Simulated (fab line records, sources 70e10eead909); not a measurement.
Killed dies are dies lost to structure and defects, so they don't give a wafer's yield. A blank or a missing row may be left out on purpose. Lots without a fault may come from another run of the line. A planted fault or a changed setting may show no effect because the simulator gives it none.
A struck lot beside a sound one | flow nand_harc | 40 steps out of a route of 1159
Sound: wafers L685.1, L685.2, L685.3. Struck: wafer L680.6. (L680.1, L680.3 of the same lot were not struck and are left out.) The cause comes at the end.
At each step with rows: each side's tool, then ch and its chambers, then its first start. Under that, the readings that differ: sound wafers | struck wafers | difference of the means | sigmas: that difference in standard deviations of wafers without a fault.
alike: readings whose means differ by less than 2 such deviations, and words and numbers that are the same on both sides. not compared: withheld readings, readings that some wafer has no value for, bounds like >300 that may hide the same value, and numbers for which the record gives no deviation and whose values overlap.
The two part at a step that has a row with sigmas, a row that says differs or no value, or rows on one side only. Numbers that don't overlap but have no deviation are shown without sigmas and don't part them. A reading that every wafer of one side lacks parts them only if that side has two wafers or more.

NHARC_THIN_TSV_ETCH_44: etches the open film in CF4/O2, target depth 1594.2 nm, time 797.1 s.
  sound on rie_diel-02 ch 0,1,3, day 22 12:49; struck on rie_diel-08 ch 0, day 21 08:02
  alike: drypump_motor_current_A, o2_flow_sccm, oes_product_au, rf_vpp_V, showerhead_plenum_p_Torr, throttle_valve_pct
  not compared: rf_hours_counter_h
then, 1 step without rows for these wafers: NHARC_THIN_TSV_ETCH_15 (target depth 3000 nm, bosch target overetch cycles 2, bosch etch step 2.8 s).
NHARC_THIN_TSV_CD_MEAS_16:
  sound on cd_sem-01, day 22 13:31; struck on cd_sem-02, day 21 08:42
  alike: cd_nm
NHARC_THIN_TSV_STRIP_45: strips in O2.
  sound on plasma_asher-01 ch 0,1, day 22 13:36; struck on plasma_asher-01 ch 0, day 21 08:46
  alike: drypump_motor_current_A, heater_power_w, rf_refl_power_W
  not compared: rf_hours_counter_h
then, 1 step without rows for these wafers: NHARC_THIN_TSV_STRIP_46 (strips in post etch residue remover, time 1200 s).
NHARC_THIN_TSV_DEP_47: deposits SiO2, target thk 200 nm.
  sound on pecvd-01 ch 0,1,2, day 22 14:25; struck on pecvd-01 ch 2, day 21 09:40
  alike: throttle_valve_pct
  not compared: since_wet_clean_h
then, 2 steps without rows for these wafers: NHARC_THIN_TSV_ETCHBACK_48 (etches the open film in C4F8/Ar, target depth 1028.5 nm, time 405.17 s); NHARC_THIN_TSV_STRIP_62 (strips in N2/H2, time 20 s).
NHARC_THIN_TSV_DEGAS_49: time 120 s.
  sound on pvd_sputter-02, day 22 15:22; struck on pvd_sputter-02, day 21 10:36
  alike: heater_power_w
then, 3 steps without rows for these wafers: NHARC_THIN_TSV_PRE_CLEAN_50 (time 30 s); NHARC_THIN_TSV_PVD_19 (deposits TaN, target thk 20 nm); NHARC_THIN_TSV_PVD_51 (deposits Cu, target thk 100 nm).
NHARC_THIN_TSV_ECD_20: material Cu, target thk 2000 nm.
  sound on ecd_cu-02 ch 0,1, day 22 15:49; struck on ecd_cu-01 ch 0,1, day 21 11:11
then, 4 steps without rows for these wafers: NHARC_THIN_TSV_ANNEAL_52 (time 90 s); NHARC_THIN_TSV_CMP_21 (polishes, t overpolish 30 s, target thk 2000 nm); NHARC_THIN_TSV_SRD_23; NHARC_THIN_TSV_DEGAS_53 (time 60 s).
NHARC_THIN_TSV_PRE_CLEAN_54: time 30 s.
  sound on pvd_sputter-02, day 22 17:25; struck on pvd_sputter-02, day 21 12:46
  alike: heater_power_w
then, 10 steps without rows for these wafers: NHARC_THIN_TSV_PVD_55 (deposits TiN, target thk 50 nm); NHARC_THIN_TSV_PVD_24 (deposits Al, target thk 800 nm); NHARC_THIN_TSV_DEHYDRATE_25 (time 120 s); NHARC_THIN_TSV_HMDS_26 (time 30 s); NHARC_THIN_TSV_COAT_27; NHARC_THIN_TSV_SOFTBAKE_28 (time 95 s); NHARC_THIN_TSV_EBR_29; NHARC_THIN_TSV_EXPOSE_30 (exposes mask PAD); NHARC_THIN_TSV_PEB_31 (peb time 85 s); NHARC_THIN_TSV_DEVELOP_32 (time 70 s).
NHARC_THIN_TSV_CD_MEAS_33: target cd 5000 nm.
  sound on cd_sem-01 ch 0, day 22 18:31; struck on cd_sem-03 ch 0, day 21 13:43
  reading    | sound                | struck | difference | sigmas
  cd_nm (nm) | 5002.8 5000.7 5001.5 | 4996.8 | -4.9       | -3
then, 6 steps without rows for these wafers: NHARC_THIN_TSV_HARDBAKE_34 (time 80 s); NHARC_THIN_TSV_DESCUM_35 (chemistry O2, time 3 s); NHARC_THIN_TSV_ETCH_59 (etches the open film in Cl2/BCl3, target depth 880 nm, time 138.1 s); NHARC_THIN_TSV_ETCH_36 (etches the open film in Cl2/BCl3, target depth 65 nm, time 18.571 s); NHARC_THIN_TSV_STRIP_56 (strips in O2); NHARC_THIN_TSV_STRIP_57 (strips in post etch residue remover, time 1200 s).
NHARC_THIN_TSV_CD_MEAS_37:
  sound on cd_sem-02, day 22 19:58; struck on cd_sem-03, day 21 15:09
  reading    | sound                | struck | difference | sigmas
  cd_nm (nm) | 5001.5 5002.4 5004.1 | 4995.5 | -7.2       | -3
then, 1 step without rows for these wafers: NHARC_THIN_TSV_ANNEAL_58 (time 1800 s).
NHARC_THIN_TSV_INSPECT_40:
  sound on defect_inspect-02, day 23 00:25; struck on defect_inspect-01, day 21 19:02
  alike: raw_defect_count
NHARC_END_WLT_00:
  the record has rows for the sound wafers here (prober-01, day 23 00:28) and none for the struck ones
NHARC_END_SORT_01:
  sound on prober-01 ch 0, day 23 03:26; struck on prober-02 ch 0, day 22 09:50
  reading                  | sound          | struck | difference | sigmas
  defect_limited_yield (%) | 94.8 94.4 94.1 | 0      | -94        | -63
  killed_at_other          | 2 1 2          | 639    | +637       | +99 or more
  killed_dies              | 35 38 40       | 677    | +639       | +64
  sort_bin_2_pct (%)       | 1.3 1.6 1.9    | 95.7   | +94.1      | +99 or more
  sort_n_pass              | 642 639 637    | 0      | -639       | -64
  sort_rim_yield_pct (%)   | 89 95 87       | 0      | -90        | -28
  sort_yield_pct (%)       | 94.8 94.4 94.1 | 0      | -94        | -63
  alike: killed_at_array, killed_at_periphery, killed_open, killed_short, sort_bin_3_pct, sort_bin_4_pct

WHERE THEY PART
First at NHARC_THIN_TSV_CD_MEAS_33; last, within this record, at NHARC_END_SORT_01.

WHY: what the simulator had put in
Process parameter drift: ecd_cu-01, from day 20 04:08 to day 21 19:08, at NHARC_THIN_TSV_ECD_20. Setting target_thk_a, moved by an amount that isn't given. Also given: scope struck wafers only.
